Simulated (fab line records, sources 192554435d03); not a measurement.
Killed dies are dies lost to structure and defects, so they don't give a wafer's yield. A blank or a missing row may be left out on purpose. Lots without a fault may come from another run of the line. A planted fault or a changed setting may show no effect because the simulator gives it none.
Which tool did it? | flow n5_finfet | 10 lots, 30 wafers sampled, at 4 steps of a route of 1938

WHAT THE GAUGES READ, wafer by wafer
The record holds no reading of a measuring or inspecting step that can be judged against a usual standard deviation.

WHICH TOOL RAN EACH LOT (tool, then ch and the chambers of the sampled wafers, then the start)
lot  | N5_BEOL_M6_DESCUM_33               | N5_BEOL_M6_ANNEAL_51             | N5_BEOL_M6_CMP_52             | N5_BEOL_M7_ILD_DEP_00
L337 | rie_diel-04 ch 0,2,3, day 10 11:19 | rtp_anneal-01 ch 0, day 10 13:50 | cmp-04 ch 2,3, day 10 14:07   | pecvd-03 ch 0,1, day 10 14:34
L338 | rie_diel-02 ch 1,2,3, day 10 16:23 | rtp_anneal-02 ch 0, day 10 19:13 | cmp-03 ch 0,3, day 10 19:28   | pecvd-01 ch 0,1,2, day 10 19:56
L341 | rie_diel-04 ch 0,1,2, day 11 02:17 | rtp_anneal-01 ch 0, day 11 08:40 | cmp-04 ch 0,1,2, day 11 08:56 | pecvd-01 ch 0,1, day 11 09:25
L339 | rie_diel-04 ch 1,2, day 11 13:43   | rtp_anneal-01 ch 0, day 11 16:30 | cmp-02 ch 0,2,3, day 11 16:47 | pecvd-01 ch 0,1, day 11 17:11
L343 | rie_diel-04 ch 1,2,3, day 12 11:41 | rtp_anneal-02 ch 0, day 12 13:40 | cmp-03 ch 0,1,3, day 12 14:01 | pecvd-03 ch 0,1,2, day 12 14:28
L344 | rie_diel-01 ch 0,2,3, day 12 16:06 | rtp_anneal-02 ch 0, day 12 19:32 | cmp-02 ch 2,3, day 12 19:42   | pecvd-03 ch 0,1,2, day 12 20:13
L347 | rie_diel-02 ch 1,2,3, day 12 18:03 | rtp_anneal-02 ch 0, day 12 20:34 | cmp-04 ch 1,2, day 12 20:47   | pecvd-04 ch 0,1,2, day 12 21:18
L345 | rie_diel-04 ch 0,2,3, day 13 00:10 | rtp_anneal-01 ch 0, day 13 03:55 | cmp-04 ch 1,3, day 13 04:13   | pecvd-03 ch 0,1, day 13 04:40
L355 | rie_diel-04 ch 0,3, day 15 01:37   | rtp_anneal-02 ch 0, day 15 04:43 | cmp-03 ch 0,1, day 15 05:01   | pecvd-03 ch 0,1, day 15 05:30
L354 | rie_diel-02 ch 1,2,3, day 15 13:32 | rtp_anneal-02 ch 0, day 15 16:23 | cmp-02 ch 0,1, day 15 16:32   | pecvd-03 ch 0,1,2, day 15 17:03
- N5_BEOL_M6_DESCUM_33: chemistry O2, time 7 s.
- N5_BEOL_M6_ANNEAL_51: time 90 s.
- N5_BEOL_M6_CMP_52: polishes, stops on SiCOH lowk, t overpolish 6.9 s, target thk 80 nm.
- N5_BEOL_M7_ILD_DEP_00: deposits SiCOH lowk from DEMS/porogen, target thk 179.75 nm, time 33.4 s.

WHAT THE TOOLS THEMSELVES READ (means of the sampled wafers that have a number; where no wafer has one, the mark that the record gives instead)
N5_BEOL_M6_DESCUM_33. Usual: drypump_motor_current_A 5.5 A, standard deviation 0.36; oes_product_au 0.80 a.u., standard deviation 0.086; rf_vpp_V 243.5 V, standard deviation 1.2; showerhead_plenum_p_Torr 2.11 Torr, standard deviation 0.053; throttle_valve_pct 20.46 %, standard deviation 0.17.
lot  | tool        | drypump_motor_current_A (A) | oes_product_au (a.u.) | rf_vpp_V (V) | showerhead_plenum_p_Torr (Torr) | throttle_valve_pct (%) | flag
L337 | rie_diel-04 | 5.6                         | 0.79                  | 242.9        | 2.11                            | 20.53                  |
L338 | rie_diel-02 | 5.1                         | 0.74                  | 243.7        | 2.11                            | 20.48                  |
L341 | rie_diel-04 | 5.5                         | 0.80                  | 242.9        | 2.07                            | 20.51                  |
L339 | rie_diel-04 | 5.4                         | 0.84                  | 243.4        | 2.09                            | 20.46                  |
L343 | rie_diel-04 | 5.5                         | 0.83                  | 243.1        | 2.09                            | 20.47                  |
L344 | rie_diel-01 | 5.7                         | 0.83                  | 244.3        | 2.15                            | 20.28                  |
L347 | rie_diel-02 | 5.1                         | 0.73                  | 242.3        | 2.11                            | 20.50                  |
L345 | rie_diel-04 | 5.6                         | 0.88                  | 242.9        | 2.10                            | 20.42                  |
L355 | rie_diel-04 | 5.6                         | 0.84                  | 243.1        | 2.09                            | 20.44                  |
L354 | rie_diel-02 | 5.1                         | 0.71                  | 242.6        | 2.10                            | 20.54                  |

N5_BEOL_M6_ANNEAL_51. Usual: wafer_temp_C_max 226.4, standard deviation 0.39.
lot  | tool          | wafer_temp_C_max | flag
L337 | rtp_anneal-01 | 226.2            |
L338 | rtp_anneal-02 | 226.7            |
L341 | rtp_anneal-01 | 226.2            |
L339 | rtp_anneal-01 | 226.3            |
L343 | rtp_anneal-02 | 226.7            |
L344 | rtp_anneal-02 | 226.6            |
L347 | rtp_anneal-02 | 226.7            |
L345 | rtp_anneal-01 | 226.0            |
L355 | rtp_anneal-02 | 227.1            |
L354 | rtp_anneal-02 | 226.9            |

N5_BEOL_M6_CMP_52. Usual: barrier_field_endpoint_s 29.1 s, standard deviation 0.73; head_pressure_psi 0.9999 psi, standard deviation 0.0023; motor_current_A 6.0 A, standard deviation 0.55; overpolish_run_s 6.901 s, standard deviation 0.0095; platen_rpm 50.00 rpm, standard deviation 0.037; time_to_endpoint_s 63 s, standard deviation 3.3.
lot  | tool   | barrier_field_endpoint_s (s) | head_pressure_psi (psi) | motor_current_A (A) | overpolish_run_s (s) | platen_rpm (rpm) | time_to_endpoint_s (s) | flag
L337 | cmp-04 | 29.1                         | 0.9988                  | 5.9                 | 6.903                | 49.96            | 62                     |
L338 | cmp-03 | 29.1                         | 1.0007                  | 6.0                 | 6.907                | 50.02            | 67                     |
L341 | cmp-04 | 27.9                         | 0.9971                  | 6.1                 | 6.903                | 49.96            | 58                     |
L339 | cmp-02 | 29.5                         | 0.9969                  | 5.3                 | 6.901                | 49.98            | 64                     |
L343 | cmp-03 | 29.6                         | 1.0003                  | 6.2                 | 6.901                | 50.01            | 66                     |
L344 | cmp-02 | 30.3                         | 0.9987                  | 5.6                 | 6.895                | 50.00            | 64                     |
L347 | cmp-04 | 29.4                         | 1.0008                  | 5.9                 | 6.890                | 49.99            | 62                     |
L345 | cmp-04 | 28.2                         | 0.9997                  | 5.9                 | 6.900                | 50.00            | 61                     |
L355 | cmp-03 | 29.3                         | 1.0002                  | 5.9                 | 6.900                | 49.97            | 64                     |
L354 | cmp-02 | 28.4                         | 1.0017                  | 5.6                 | 6.903                | 50.00            | 60                     |

N5_BEOL_M7_ILD_DEP_00. Usual: heater_power_w 298 W, standard deviation 63; showerhead_plenum_p_Torr 5.736 Torr, standard deviation 0.011; susceptor_temp_C 300.00 C, standard deviation 0.19; throttle_valve_pct 14.2 %, standard deviation 0.76.
lot  | tool     | heater_power_w (W) | showerhead_plenum_p_Torr (Torr) | susceptor_temp_C (C) | throttle_valve_pct (%) | flag
L337 | pecvd-03 | 254                | 5.740                           | 299.75               | 14.9                   |
L338 | pecvd-01 | 244                | 5.731                           | 300.09               | 13.6                   |
L341 | pecvd-01 | 249                | 5.728                           | 299.81               | 13.5                   |
L339 | pecvd-01 | 245                | 5.733                           | 300.05               | 13.7                   |
L343 | pecvd-03 | 354                | 5.743                           | 299.99               | 14.5                   |
L344 | pecvd-03 | 316                | 5.729                           | 299.99               | 14.3                   |
L347 | pecvd-04 | 319                | 5.745                           | 300.05               | 13.8                   |
L345 | pecvd-03 | 306                | 5.745                           | 300.04               | 14.7                   |
L355 | pecvd-03 | 314                | 5.737                           | 297.66               | 14.7                   | OFF
L354 | pecvd-03 | 351                | 5.745                           | 298.84               | 14.6                   | OFF

THE ANSWER, worked out from the rows above alone
Rule: a lot is off if the mean of its wafers that have a number lies more than 3 standard deviations from the usual mean. A lot without any number at a reading at which 4 lots or more have one is off too. The other lots that the step has rows for count as sound. The gauges are gone through in route order, then the tools' own readings, and for those a lot's mean is taken as printed above. The first step at which some lot is off is used, and at that step the reading that is off furthest; a lot without a number counts as furthest.
Off: L355, L354, at N5_BEOL_M7_ILD_DEP_00 (susceptor_temp_C).
A tool fits if, at that step or a process step before it, it ran every lot that is off, and no sound lot after the first of them. Can't be told from this: 2 tools fit, rtp_anneal-02 at N5_BEOL_M6_ANNEAL_51, pecvd-03 at N5_BEOL_M7_ILD_DEP_00.

WHAT THE SIMULATOR HAD PUT IN
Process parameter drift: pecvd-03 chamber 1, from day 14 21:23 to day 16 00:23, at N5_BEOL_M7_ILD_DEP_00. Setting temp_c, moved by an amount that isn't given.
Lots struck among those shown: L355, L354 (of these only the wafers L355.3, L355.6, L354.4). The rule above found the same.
